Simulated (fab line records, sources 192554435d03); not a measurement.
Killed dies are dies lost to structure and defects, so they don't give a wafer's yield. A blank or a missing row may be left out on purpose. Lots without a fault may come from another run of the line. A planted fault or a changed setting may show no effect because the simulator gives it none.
fab line records | flow n5_finfet
record lots=24 wafers=72 last_day=20
route steps=1938 shown PMOS_HMC_CHANNEL_EPI@74 FIN_SAQP@95
lots that met no fault: from a run of the same line without faults
start_h: hours from the record's first day to the start of the lot's first wafer shown | wait_h: hours since the lot's step before | " the same as in the row above | L1.1+2: a row that stands for several wafers | - no value, or no start given | * or withheld: withheld | < > ~ a bound
route shown NAME@n: a module of which the file shows steps, and the number in the route of the first | usual: mean/standard deviation of fault-free wafers | same: alike in all rows | chamber/n: place in a boat | sites: the reading at each site | _std_site: their standard deviation | _edge_site: outer sites' mean less inner sites' | radius_mm: how far each site lies from the wafer's centre | mask NAME#n: copy n | behind: the tool/chamber that last shaped the wafer | hold: why the lot was held/for how many hours/how that ended | device: the transistor (n, p or np) that didn't switch | end of line: the same wafers' tests at the end of the route | a step without rows: its recipe alone | killed: dies lost to structure and defects at the first sort, not the wafer's yield | map: a wafer's dies, x killed, . not, _ none there
set.NAME: the setting as run; set.NAME@STEP: as run at that earlier step | model.NAME: the simulator's own value behind a step, which no gauge read
steps of the route over a sample of lots; a table a step, a row a wafer
services: from which hour (start_h, from the record's first day; less than 0 if before it) a tool's chamber was out of use, for how many hours, and why
## steps
# step N5_PMOS_HMC_CHANNEL_EPI_FIN_RECESS_16
# recipe chemistry=HBr/Cl2 target=Si mask_material=SiO2 target_depth_a=540 time_s=18 pressure_mtorr=10 icp_w=800 bias_w=75 HBr_flow_sccm=150 Cl2_flow_sccm=80
# usual drypump_motor_current_A=6.0/0.4 oes_product_au=1.002/0.026 throttle_valve_pct=35.6/0.44
# columns lot.wafer tool chamber start_h wait_h drypump_motor_current_A oes_product_au rf_hours_counter_h throttle_valve_pct
L074.2 rie_si-03 2 17.96 0.0 6.5 0.959 6 35.6
L074.4 " 3 " " 6.0 1.012 82 36.4
L074.6 " 3 " " 6.0 1.013 - 36.4
L075.2 rie_si-03 1 24.54 0.0 6.4 1.044 25 35.0
L075.4 " 0 " " 5.4 1.028 57 35.9
L075.5 " 1 " " 6.3 1.046 - 35.0
L076.3 rie_si-04 1 31.24 0.0 6.3 1.014 40 35.7
L076.4 " 2 " " 6.4 1.004 109 35.3
L076.5 " 2 " " 6.3 1.000 - 35.2
L077.1 rie_si-04 2 36.08 0.0 6.3 0.997 109 35.3
L077.5 " 2 " " 6.3 1.004 - 35.2
L077.6 " 3 " " 5.8 0.986 - 35.2
L078.1 rie_si-03 3 42.65 0.0 6.0 1.005 82 36.5
L078.4 " 2 " " 6.5 0.964 6 35.6
L078.5 " 3 " " 6.0 1.011 - 36.4
L079.1 rie_si-06 1 48.02 0.0 6.1 1.007 32 35.1
L079.2 " 0 " " 5.6 1.025 87 35.1
L079.3 " 3 " " 6.3 0.999 193 35.3
L080.1 rie_si-06 0 53.94 0.0 5.6 1.022 87 35.1
L080.2 " 1 " " 6.1 1.017 32 35.1
L080.4 " 2 " " 5.3 0.988 197 35.5
L081.2 rie_si-03 2 60.44 0.0 6.5 0.956 6 35.6
L081.3 " 3 " " 6.0 1.004 82 36.4
L081.4 " 1 " " 6.4 1.034 26 35.0
L082.3 rie_si-06 3 65.49 0.0 6.3 1.007 193 35.3
L082.5 " 2 " " 5.3 0.986 - 35.5
L082.6 " 1 " " 6.1 1.010 - 35.1
L083.1 rie_si-06 2 72.79 0.0 5.3 0.983 197 35.5
L083.3 " 3 " " 6.3 1.009 193 35.3
L083.5 " 1 " " 6.1 1.028 - 35.1
L084.3 rie_si-04 1 78.48 0.0 6.3 1.019 41 35.7
L084.5 " 2 " " 6.3 0.992 - 35.3
L084.6 " 3 " " 5.8 0.968 - 35.3
L085.3 rie_si-03 3 84.72 0.0 6.0 1.000 83 36.5
L085.4 " 0 " " 5.4 1.026 58 35.9
L085.6 " 3 " " 6.0 0.999 - 36.4
L086.2 rie_si-04 2 89.61 0.0 6.3 1.000 110 35.3
L086.3 " 1 " " 6.3 1.011 41 35.7
L086.5 " 2 " " 6.3 1.012 - 35.3
L087.1 rie_si-04 0 95.64 0.0 5.8 0.983 155 35.9
L087.2 " 2 " " 6.3 0.992 110 35.3
L087.5 " 0 " " 5.8 0.977 - 35.9
L088.1 rie_si-03 3 101.82 0.0 6.0 1.014 83 36.4
L088.3 " 1 " " 6.4 1.035 26 35.0
L088.6 " 2 " " 6.5 0.960 - 35.6
L089.2 rie_si-03 1 107.73 0.0 6.4 1.045 27 35.0
L089.3 " 3 " " 5.9 1.022 83 36.4
L089.5 " 2 " " 6.5 0.959 - 35.6
L090.4 rie_si-04 0 113.88 0.0 5.8 0.986 156 35.9
L090.5 " 1 " " 6.3 1.012 - 35.7
L090.6 " 2 " " 6.4 1.001 - 35.3
L091.2 rie_si-03 2 120.60 0.0 6.6 0.954 7 35.6
L091.4 " 0 " " 5.4 1.032 59 35.9
L091.6 " 0 " " 5.3 1.040 - 35.8
L092.3 rie_si-03 2 126.09 0.0 6.5 0.953 8 35.6
L092.4 " 0 " " 5.4 1.041 59 35.8
L092.5 " 2 " " 6.5 0.957 - 35.6
L093.1 rie_si-04 2 131.59 0.0 6.4 0.996 110 35.3
L093.2 " 0 " " 5.8 0.981 156 35.9
L093.6 " 2 " " 6.4 1.006 - 35.3
L094.1 rie_si-03 0 137.57 0.0 5.3 1.041 59 35.8
L094.2 " 3 " " 6.0 1.016 84 36.4
L094.6 " 0 " " 5.3 1.042 - 35.8
L095.2 rie_si-03 3 143.62 0.0 6.0 1.015 84 36.4
L095.3 " 2 " " 6.5 0.967 8 35.6
L095.6 " 0 " " 5.3 1.041 - 35.8
L096.1 rie_si-04 1 150.25 0.0 6.3 1.005 42 35.7
L096.2 " 0 " " 5.8 0.990 157 35.9
L096.4 " 2 " " 6.4 1.003 - 35.3
L097.1 rie_si-06 2 155.93 0.0 5.3 0.968 1 35.4
L097.2 " 0 " " 5.6 1.008 89 35.1
L097.4 " 0 " " 5.6 1.008 - 35.1
# step N5_PMOS_HMC_CHANNEL_EPI_CMP_21
# recipe material=SiGe30 post_cmp_clean=alkaline_brush target_thk_nm=54
# usual motor_current_A=11.8/0.85
# columns lot.wafer tool chamber start_h wait_h motor_current_A
L074.2 cmp-03 3 19.54 0.1 13.1
L074.4 " 0 " " 13.4
L074.6 " 1 " " 11.6
L075.4 cmp-01 0 26.12 0.1 11.9
L075.2 " 1 " " 11.9
L075.5 " 2 " " 11.4
L076.3 cmp-03 0 32.75 0.0 13.3
L076.4 " 3 " " 13.0
L076.5 " 0 " " 13.8
L077.1 cmp-04 2 37.67 0.1 11.9
L077.5 " 0 " " 10.4
L077.6 " 1 " " 10.6
L078.1 cmp-03 1 44.16 0.0 11.2
L078.4 " 2 " " 12.3
L078.5 " 1 " " 11.7
L079.1 cmp-04 3 49.93 0.0 11.7
L079.3 " 0 " " 10.9
L079.2 " 1 " " 10.2
L080.4 cmp-04 3 55.85 0.0 12.1
L080.1 " 1 " " 11.1
L080.2 " 2 " " 11.2
L081.2 cmp-04 3 61.95 0.0 11.9
L081.4 " 1 " " 10.9
L081.3 " 2 " " 11.9
L082.3 cmp-01 3 67.12 0.1 12.8
L082.5 " 2 " " 11.3
L082.6 " 3 " " 12.9
L083.1 cmp-04 0 74.42 0.1 10.2
L083.3 " 2 " " 12.0
L083.5 " 0 " " 10.4
L084.3 cmp-04 0 80.49 0.1 10.9
L084.6 " 1 " " 11.2
L084.5 " 2 " " 11.9
L085.3 cmp-03 1 86.30 0.1 11.3
L085.4 " 2 " " 12.4
L085.6 " 0 " " 13.5
L086.2 cmp-04 2 91.16 0.1 12.1
L086.3 " 3 " " 11.3
L086.5 " 2 " " 11.5
L087.1 cmp-04 3 97.22 0.1 12.3
L087.2 " 0 " " 10.3
L087.5 " 2 " " 11.3
L088.3 cmp-04 1 103.37 0.1 10.7
L088.1 " 2 " " 11.7
L088.6 " 1 " " 10.4
L089.3 cmp-01 1 109.65 0.4 11.8
L089.2 " 2 " " 11.1
L089.5 " 3 " " 13.0
L090.4 cmp-01 0 115.83 0.1 11.3
L090.6 " 3 " " 13.3
L090.5 " 0 " " 11.5
L091.4 cmp-03 0 122.50 0.0 13.5
L091.2 " 3 " " 12.5
L091.6 " 1 " " 11.0
L092.4 cmp-04 2 128.57 0.1 11.5
L092.3 " 3 " " 11.7
L092.5 " 2 " " 11.8
L093.1 cmp-01 0 134.11 0.1 11.9
L093.2 " 1 " " 11.6
L093.6 " 3 " " 12.6
L094.1 cmp-01 0 140.09 0.1 12.1
L094.2 " 1 " " 11.7
L094.6 " 3 " " 13.0
L095.2 cmp-01 0 146.07 0.0 11.4
L095.3 " 3 " " 12.9
L095.6 " 0 " " 11.9
L096.4 cmp-03 2 152.16 0.0 12.8
L096.2 " 3 " " 12.3
L096.1 " 0 " " 13.2
L097.2 cmp-01 0 157.83 0.0 11.9
L097.1 " 1 " " 11.7
L097.4 " 3 " " 12.5
# step N5_FIN_SAQP_DENSIFY_62
# recipe temp_c=700 time_s=60 ambient=N2 idle_temp_c=600 ramp_up_c_per_s=150 ramp_down_c_per_s=60 cool_to_c=600
# usual lamp_power_pct=9.84/0.053 lamp_zone_5_pct=9.847/0.012 wafer_temp_C_max=703.3/0.65
# columns lot.wafer tool chamber start_h wait_h lamp_power_pct lamp_zone_5_pct wafer_temp_C_max
L074.2 rtp_anneal-02 0 20.92 0.5 9.76 9.848 702.0
L074.4 " 0 " " 9.84 9.848 703.3
L074.6 " 0 " " 9.91 9.848 703.2
L075.2 rtp_anneal-01 0 27.43 0.1 9.83 9.841 703.4
L075.4 " 0 " " 9.87 9.847 703.4
L075.5 " 0 " " 9.81 9.850 703.8
L076.3 rtp_anneal-02 0 34.10 0.2 9.84 9.864 702.9
L076.4 " 0 " " 9.80 9.857 702.9
L076.5 " 0 " " 9.92 9.850 702.9
L077.1 rtp_anneal-02 0 38.79 0.1 9.79 9.858 703.9
L077.5 " 0 " " 9.78 9.835 703.2
L077.6 " 0 " " 9.90 9.832 703.7
L078.1 rtp_anneal-02 0 45.37 0.1 9.88 9.855 703.9
L078.4 " 0 " " 9.76 9.854 702.4
L078.5 " 0 " " 9.84 9.854 703.0
L079.1 rtp_anneal-01 0 51.41 0.1 9.81 9.830 704.2
L079.2 " 0 " " 9.85 9.839 703.2
L079.3 " 0 " " 9.81 9.830 703.3
L080.1 rtp_anneal-02 0 56.95 0.1 9.81 9.861 704.0
L080.2 " 0 " " 9.89 9.855 703.6
L080.4 " 0 " " 9.85 9.851 703.2
L081.2 rtp_anneal-02 0 63.19 0.1 9.79 9.835 703.6
L081.3 " 0 " " 9.92 9.847 702.8
L081.4 " 0 " " 9.75 9.868 704.3
L082.3 rtp_anneal-01 0 68.39 0.2 9.85 9.814 703.7
L082.5 " 0 " " 9.88 9.865 704.5
L082.6 " 0 " " 9.88 9.856 702.1
L083.1 rtp_anneal-02 0 76.02 0.2 9.95 9.837 703.2
L083.3 " 0 " " 9.84 9.868 703.7
L083.5 " 0 " " 9.88 9.868 702.6
L084.3 rtp_anneal-01 0 81.59 0.2 9.88 9.817 703.0
L084.5 " 0 " " 9.92 9.872 702.5
L084.6 " 0 " " 9.90 9.846 702.8
L085.3 rtp_anneal-01 0 89.45 0.3 9.92 9.840 703.6
L085.4 " 0 " " 9.85 9.833 705.1
L085.6 " 0 " " 9.82 9.847 703.2
L086.2 rtp_anneal-02 0 93.04 0.2 9.81 9.851 703.2
L086.3 " 0 " " 9.87 9.852 702.6
L086.5 " 0 " " 9.74 9.830 703.2
L087.1 rtp_anneal-01 0 100.08 0.2 9.84 9.856 702.1
L087.2 " 0 " " 9.88 9.843 702.7
L087.5 " 0 " " 9.81 9.851 703.5
L088.1 rtp_anneal-01 0 104.53 0.1 9.87 9.845 704.2
L088.3 " 0 " " 9.90 9.869 703.1
L088.6 " 0 " " 9.83 9.835 703.5
L089.2 rtp_anneal-02 0 111.11 0.1 9.98 9.834 703.9
L089.3 " 0 " " 9.88 9.851 703.7
L089.5 " 0 " " 9.84 9.837 702.9
L090.4 rtp_anneal-02 0 117.09 0.2 9.75 9.834 703.0
L090.5 " 0 " " 9.86 9.856 703.1
L090.6 " 0 " " 9.87 9.851 703.7
L091.2 rtp_anneal-02 0 123.63 0.1 9.86 9.839 705.8
L091.4 " 0 " " 9.88 9.863 702.8
L091.6 " 0 " " 9.87 9.844 703.7
L092.3 rtp_anneal-02 0 129.92 0.2 9.90 9.830 703.4
L092.4 " 0 " " 9.87 9.848 703.6
L092.5 " 0 " " 9.90 9.844 704.0
L093.1 rtp_anneal-02 0 135.52 0.3 9.80 9.852 703.0
L093.2 " 0 " " 9.95 9.837 703.5
L093.6 " 0 " " 9.79 9.838 703.3
L094.1 rtp_anneal-02 0 141.26 0.1 9.80 9.873 702.6
L094.2 " 0 " " 9.81 9.838 703.7
L094.6 " 0 " " 9.88 9.844 703.8
L095.2 rtp_anneal-01 0 147.20 0.1 9.79 9.846 703.0
L095.3 " 0 " " 9.79 9.849 702.3
L095.6 " 0 " " 9.90 9.860 703.7
L096.1 rtp_anneal-02 0 153.50 0.1 9.79 9.863 702.5
L096.2 " 0 " " 9.76 9.843 703.9
L096.4 " 0 " " 9.84 9.862 703.0
L097.1 rtp_anneal-01 0 160.04 0.1 9.85 9.852 704.5
L097.2 " 0 " " 9.77 9.828 704.3
L097.4 " 0 " " 9.86 9.842 703.4
# step N5_FIN_SAQP_THK_MEAS_07
# usual thk_nm=59.6/0.87
# columns lot.wafer tool chamber start_h wait_h thk_nm
L074.2 film_metro-01 - 21.55 0.1 59.4
L074.4 " - " " 59.8
L074.6 " - " " 60.3
L075.2 film_metro-01 - 27.91 0.1 58.6
L075.4 " - " " 61.0
L075.5 " - " " 60.3
L076.3 film_metro-01 - 34.55 0.1 59.3
L076.4 " - " " 60.7
L076.5 " - " " 59.7
L077.1 film_metro-01 - 39.32 0.1 58.5
L077.5 " - " " 59.6
L077.6 " - " " 59.5
L078.1 film_metro-02 - 45.88 0.1 57.7
L078.4 " - " " 58.9
L078.5 " - " " 59.2
L079.1 film_metro-02 - 51.92 0.1 58.8
L079.2 " - " " 58.4
L079.3 " - " " 58.1
L080.1 film_metro-01 - 57.53 0.1 59.4
L080.2 " - " " 59.1
L080.4 " - " " 60.5
L081.2 film_metro-02 - 63.67 0.1 60.5
L081.3 " - " " 59.6
L081.4 " - " " 60.6
L082.3 film_metro-02 - 68.87 0.1 58.0
L082.5 " - " " 59.3
L082.6 " - " " 58.7
L083.1 film_metro-02 - 76.71 0.1 58.3
L083.3 " - " " 58.0
L083.5 " - " " 59.6
L084.3 film_metro-01 - 82.11 0.1 59.4
L084.5 " - " " 59.2
L084.6 " - " " 60.3
L085.3 film_metro-02 - 89.92 0.1 58.9
L085.4 " - " " 59.8
L085.6 " - " " 58.7
L086.2 film_metro-01 - 93.68 0.1 60.9
L086.3 " - " " 59.2
L086.5 " - " " 60.6
L087.1 film_metro-02 - 100.59 0.1 60.1
L087.2 " - " " 59.8
L087.5 " - " " 61.2
L088.1 film_metro-01 - 105.07 0.1 59.9
L088.3 " - " " 59.1
L088.6 " - " " 60.3
L089.2 film_metro-02 - 111.59 0.1 58.7
L089.3 " - " " 58.6
L089.5 " - " " 59.0
L090.4 film_metro-02 - 117.52 0.0 59.7
L090.5 " - " " 59.7
L090.6 " - " " 59.4
L091.2 film_metro-01 - 124.13 0.1 59.0
L091.4 " - " " 59.8
L091.6 " - " " 60.4
L092.3 film_metro-02 - 130.39 0.1 60.1
L092.4 " - " " 59.3
L092.5 " - " " 59.9
L093.1 film_metro-02 - 136.04 0.1 58.0
L093.2 " - " " 58.7
L093.6 " - " " 59.3
L094.1 film_metro-02 - 141.77 0.1 58.7
L094.2 " - " " 59.9
L094.6 " - " " 60.3
L095.2 film_metro-01 - 147.72 0.1 59.1
L095.3 " - " " 59.8
L095.6 " - " " 60.5
L096.1 film_metro-02 - 154.01 0.1 58.5
L096.2 " - " " 60.0
L096.4 " - " " 60.1
L097.1 film_metro-02 - 160.59 0.1 60.0
L097.2 " - " " 59.3
L097.4 " - " " 59.8
# step N5_FIN_SAQP_MANDREL2_REMOVE_60
# recipe chemistry=HBr/Cl2/O2 bt_time_s=10 target=a-Si stop_on=SiNx endpoint=OES-SiCl over_etch_frac=1 icp_w=600 bias_w=22 HBr_flow_sccm=150 Cl2_flow_sccm=80 O2_flow_sccm=5 pressure_mtorr=10
# usual drypump_motor_current_A=5.6/0.41 oes_product_au=1.008/0.017 throttle_valve_pct=36.6/0.34
# same bt_time_s=10 over_etch_frac=1
# columns lot.wafer tool chamber start_h wait_h drypump_motor_current_A oes_product_au rf_hours_counter_h throttle_valve_pct
L074.2 rie_si-01 2 25.90 0.1 4.8 1.028 41 36.5
L074.4 " 0 " " 6.1 0.962 6 36.8
L074.6 " 3 " " 5.5 1.003 - 36.2
L075.2 rie_si-05 3 32.26 0.1 5.9 0.987 6 36.9
L075.4 " 2 " " 6.0 1.008 157 36.7
L075.5 " 3 " " 5.9 0.990 - 36.9
L076.3 rie_si-02 3 39.80 0.1 5.4 1.002 63 36.9
L076.4 " 2 " " 6.1 1.031 81 35.8
L076.5 " 3 " " 5.4 1.012 - 36.9
L077.1 rie_si-05 0 43.94 0.1 5.8 1.019 91 36.3
L077.5 " 1 " " 5.0 1.016 - 36.8
L077.6 " 2 " " 6.0 1.015 - 36.7
L078.1 rie_si-02 3 50.00 0.1 5.4 1.000 63 36.9
L078.4 " 0 " " 5.8 1.003 56 37.0
L078.5 " 0 " " 5.7 1.000 - 37.0
L079.1 rie_si-01 0 56.58 0.1 6.0 0.971 7 36.8
L079.2 " 3 " " 5.5 1.015 87 36.2
L079.3 " 2 " " 4.8 1.014 42 36.5
L080.1 rie_si-05 3 61.64 0.1 5.9 0.974 6 36.9
L080.2 " 2 " " 6.0 1.005 158 36.7
L080.4 " 1 " " 5.0 1.010 61 36.8
L081.2 rie_si-02 3 68.01 0.1 5.4 1.013 64 36.9
L081.3 " 0 " " 5.8 1.003 56 37.0
L081.4 " 2 " " 6.1 1.034 81 35.8
L082.3 rie_si-01 2 73.48 0.1 4.8 1.020 42 36.5
L082.5 " 1 " " 5.7 0.997 - 36.9
L082.6 " 2 " " 4.8 1.019 - 36.5
L083.1 rie_si-01 1 80.76 0.1 5.8 0.994 14 36.9
L083.3 " 3 " " 5.5 1.013 87 36.2
L083.5 " 2 " " 4.8 1.005 - 36.5
L084.3 rie_si-02 2 89.19 0.1 6.1 1.017 82 35.8
L084.5 " 0 " " 5.7 1.007 - 37.0
L084.6 " 3 " " 5.4 1.004 - 36.9
L085.3 rie_si-02 0 93.95 0.1 5.7 1.000 57 37.0
L085.4 " 3 " " 5.4 1.004 64 36.9
L085.6 " 0 " " 5.7 0.992 - 37.0
L086.2 rie_si-02 2 99.82 0.1 6.1 1.020 82 35.8
L086.3 " 3 " " 5.4 1.006 64 36.9
L086.5 " 2 " " 6.1 1.027 - 35.8
L087.1 rie_si-05 0 104.58 0.1 5.8 1.016 92 36.3
L087.2 " 1 " " 5.0 1.003 61 36.8
L087.5 " 1 " " 5.0 1.009 - 36.8
L088.1 rie_si-02 2 109.51 0.1 6.1 1.028 82 35.8
L088.3 " 1 " " 5.4 1.041 28 36.5
L088.6 " 2 " " 6.1 1.023 - 35.8
L089.2 rie_si-05 3 116.31 0.1 5.9 0.981 8 36.9
L089.3 " 2 " " 6.0 1.009 158 36.7
L089.5 " 2 " " 6.0 1.018 - 36.7
L090.4 rie_si-05 3 122.25 0.1 5.9 0.982 8 36.9
L090.5 " 0 " " 5.8 1.017 - 36.3
L090.6 " 1 " " 5.0 1.000 - 36.8
L091.2 rie_si-05 1 128.14 0.1 5.0 1.005 62 36.8
L091.4 " 2 " " 6.0 1.011 159 36.7
L091.6 " 1 " " 5.0 1.009 - 36.8
L092.3 rie_si-05 0 134.89 0.1 5.8 1.019 92 36.3
L092.4 " 2 " " 6.0 1.010 159 36.7
L092.5 " 2 " " 6.0 1.008 - 36.7
L093.1 rie_si-05 2 140.33 0.1 6.0 1.000 159 36.8
L093.2 " 3 " " 5.9 0.985 8 36.9
L093.6 " 2 " " 6.0 1.012 - 36.7
L094.1 rie_si-01 3 146.83 0.1 5.5 1.015 89 36.2
L094.2 " 2 " " 4.8 1.026 44 36.5
L094.6 " 2 " " 4.8 1.032 - 36.5
L095.2 rie_si-02 0 153.03 0.1 5.7 1.002 58 37.0
L095.3 " 2 " " 6.2 1.015 83 35.8
L095.6 " 2 " " 6.1 1.014 - 35.8
L096.1 rie_si-01 0 158.14 0.1 6.1 0.979 8 36.8
L096.2 " 1 " " 5.8 0.990 16 36.9
L096.4 " 3 " " 5.5 1.018 89 36.2
L097.1 rie_si-01 2 166.76 0.1 4.8 1.025 44 36.5
L097.2 " 1 " " 5.7 0.998 16 36.9
L097.4 " 3 " " 5.4 1.012 89 36.2
# step N5_FIN_SAQP_ETCH_34
# recipe chemistry=C4F6/O2 target=SiO2 target_depth_a=450 time_s=15 ion_energy_ev=250 pressure_mtorr=30 source_w=345 bias_w=185 Ar_flow_sccm=300 C4F6_flow_sccm=10 O2_flow_sccm=10 ends=cleared
# usual drypump_motor_current_A=5.7/0.37 etch_rf_on_time_s=15.07/0.2 oes_product_au=0.67/0.082 rf_vpp_V=667/16 showerhead_plenum_p_Torr=2.90/0.081 throttle_valve_pct=20.97/0.29
# columns lot.wafer tool chamber start_h wait_h drypump_motor_current_A etch_rf_on_time_s oes_product_au rf_hours_counter_h rf_vpp_V showerhead_plenum_p_Torr throttle_valve_pct
L074.2 rie_diel-01 1 26.13 0.0 5.3 15.13 0.64 159 666 2.97 21.16
L074.4 " 0 " " 5.9 15.22 0.59 - 655 2.72 20.92
L074.6 " 1 " " 5.3 15.10 0.65 - 668 2.97 21.15
L075.2 rie_diel-01 0 32.49 0.0 5.9 15.32 0.59 231 656 2.72 20.93
L075.4 " 1 " " 5.3 15.23 0.64 - 667 2.96 21.17
L075.5 " 0 " " 5.9 15.28 0.59 - 657 2.72 20.93
L076.3 rie_diel-06 2 40.14 0.0 5.6 15.00 0.60 202 637 2.94 20.87
L076.4 " 1 " " 5.6 15.01 0.77 29 676 2.90 21.09
L076.5 " 1 " " 5.6 14.91 0.76 - 676 2.90 21.09
L077.1 rie_diel-04 2 44.17 0.0 5.9 14.91 0.65 152 674 2.85 21.09
L077.5 " 1 " " 6.2 14.86 0.66 - 665 2.99 21.51
L077.6 " 2 " " 5.9 14.98 0.65 - 674 2.85 21.10
L078.1 rie_diel-04 2 50.23 0.0 5.9 14.99 0.65 154 673 2.85 21.11
L078.4 " 1 " " 6.3 14.89 0.66 151 665 2.99 21.49
L078.5 " 1 " " 6.2 14.94 0.66 - 663 2.99 21.50
L079.1 rie_diel-06 2 56.82 0.0 5.6 14.88 0.61 209 638 2.94 20.87
L079.2 " 3 " " 4.9 15.21 0.63 166 663 2.74 20.98
L079.3 " 0 " " 5.2 15.12 0.61 226 684 2.90 20.64
L080.1 rie_diel-04 0 61.86 0.0 6.1 14.96 0.58 237 675 2.92 20.85
L080.2 " 1 " " 6.2 15.02 0.66 154 664 2.98 21.51
L080.4 " 2 " " 5.9 15.15 0.64 158 673 2.85 21.10
L081.2 rie_diel-06 3 68.24 0.0 5.0 15.34 0.62 170 662 2.73 20.98
L081.3 " 2 " " 5.6 15.10 0.60 212 639 2.93 20.89
L081.4 " 0 " " 5.2 15.29 0.61 230 683 2.90 20.63
L082.3 rie_diel-01 0 73.85 0.0 5.9 15.40 0.58 243 657 2.72 20.93
L082.5 " 3 " " 5.3 14.74 0.80 - 642 2.92 20.82
L082.6 " 0 " " 5.9 15.37 0.58 - 656 2.72 20.94
L083.1 rie_diel-01 0 80.99 0.0 5.9 15.37 0.58 246 656 2.71 20.93
L083.3 " 3 " " 5.3 14.65 0.79 13 645 2.92 20.81
L083.5 " 2 " " 5.9 15.17 0.74 - 654 2.99 20.56
L084.3 rie_diel-01 0 89.41 0.0 5.9 15.32 0.57 248 656 2.71 20.93
L084.5 " 2 " " 5.9 15.15 0.74 - 654 2.99 20.58
L084.6 " 3 " " 5.2 14.69 0.80 - 644 2.92 20.81
L085.3 rie_diel-06 3 94.19 0.0 5.0 15.26 0.62 176 661 2.73 20.99
L085.4 " 2 " " 5.7 15.06 0.59 218 638 2.93 20.89
L085.6 " 0 " " 5.2 15.13 0.61 - 684 2.89 20.67
L086.2 rie_diel-04 1 100.05 0.0 6.2 14.92 0.65 167 663 2.98 21.52
L086.3 " 2 " " 5.9 15.08 0.63 171 672 2.84 21.12
L086.5 " 3 " " 5.5 15.22 0.59 - 701 2.93 21.04
L087.1 rie_diel-06 0 104.81 0.0 5.2 15.32 0.59 240 683 2.89 20.65
L087.2 " 2 " " 5.6 15.12 0.59 222 638 2.93 20.90
L087.5 " 3 " " 5.0 15.07 0.62 - 663 2.73 21.00
L088.1 rie_diel-04 1 109.74 0.0 6.2 15.20 0.63 172 664 2.98 21.52
L088.3 " 2 " " 6.0 15.19 0.63 175 673 2.84 21.11
L088.6 " 2 " " 6.0 15.28 0.63 - 672 2.84 21.12
L089.2 rie_diel-01 2 116.67 0.1 5.9 15.21 0.73 39 654 2.98 20.60
L089.3 " 2 " " 5.9 15.13 0.73 - 653 2.98 20.60
L089.5 " 2 " " 5.9 15.12 0.73 - 655 2.98 20.58
L090.4 rie_diel-04 2 122.47 0.0 5.9 15.15 0.63 180 672 2.84 21.13
L090.5 " 1 " " 6.2 14.95 0.64 - 664 2.97 21.54
L090.6 " 0 " " 6.1 14.83 0.85 - 675 2.91 20.47
L091.2 rie_diel-04 0 128.37 0.0 6.1 14.77 0.85 5 676 2.91 20.48
L091.4 " 1 " " 6.2 15.08 0.63 178 663 2.97 21.52
L091.6 " 0 " " 6.1 14.78 0.85 - 674 2.91 20.49
L092.3 rie_diel-01 0 135.12 0.0 5.9 14.92 0.81 3 668 3.05 20.65
L092.4 " 2 " " 6.0 15.30 0.72 45 654 2.98 20.60
L092.5 " 0 " " 5.9 14.98 0.81 - 667 3.05 20.65
L093.1 rie_diel-04 1 140.68 0.0 6.2 14.90 0.64 183 666 2.97 21.53
L093.2 " 2 " " 6.0 14.98 0.63 188 673 2.84 21.16
L093.6 " 0 " " 6.1 14.61 0.83 - 676 2.91 20.50
L094.1 rie_diel-04 0 147.06 0.0 6.1 14.83 0.82 14 678 2.90 20.50
L094.2 " 2 " " 6.0 15.00 0.63 191 672 2.84 21.15
L094.6 " 2 " " 5.9 15.07 0.63 - 675 2.84 21.16
L095.2 rie_diel-06 3 153.27 0.0 5.0 15.25 0.61 196 663 2.72 21.02
L095.3 " 1 " " 5.6 15.10 0.71 67 673 2.88 21.14
L095.6 " 3 " " 5.0 15.07 0.60 - 662 2.72 21.01
L096.1 rie_diel-06 3 158.37 0.0 4.9 15.24 0.61 198 662 2.72 21.04
L096.2 " 1 " " 5.6 15.14 0.71 69 674 2.88 21.14
L096.4 " 3 " " 5.0 15.32 0.61 - 662 2.72 21.03
L097.1 rie_diel-04 1 167.23 0.0 6.2 14.88 0.63 195 664 2.96 21.55
L097.2 " 2 " " 5.9 15.17 0.62 196 672 2.83 21.16
L097.4 " 3 " " 5.5 14.68 0.80 5 700 2.92 20.62
## services
# columns tool chamber start_h hours kind
cmp-04 - -4.74 5.4 pm
rie_si-03 3 -3.83 2.4 repair
rie_si-04 3 4.75 2.0 repair
rie_si-01 2 5.70 8.5 repair
rie_si-02 1 12.14 0.9 repair
rtp_anneal-02 - 21.76 4.1 pm
cmp-04 - 35.21 1.2 repair
cmp-04 - 42.63 1.7 repair
rie_si-05 0 45.20 6.5 repair
cmp-01 - 47.40 3.0 repair
cmp-04 - 57.35 4.0 pm
cmp-01 - 73.39 1.5 repair
rie_diel-01 1 88.33 1.7 repair
cmp-04 - 107.69 4.0 repair
rie_diel-01 1 111.49 9.7 repair
cmp-04 - 114.98 5.3 pm
cmp-01 - 118.48 0.8 repair
rie_si-03 1 129.82 11.1 repair
rie_diel-06 0 130.10 4.0 repair
rie_si-03 - 131.25 1.3 repair
rie_si-04 - 134.08 0.9 repair
rie_si-03 3 155.78 5.0 repair
rie_diel-01 3 156.77 43.4 repair
rie_si-02 1 162.54 3.4 repair
## key
fault none
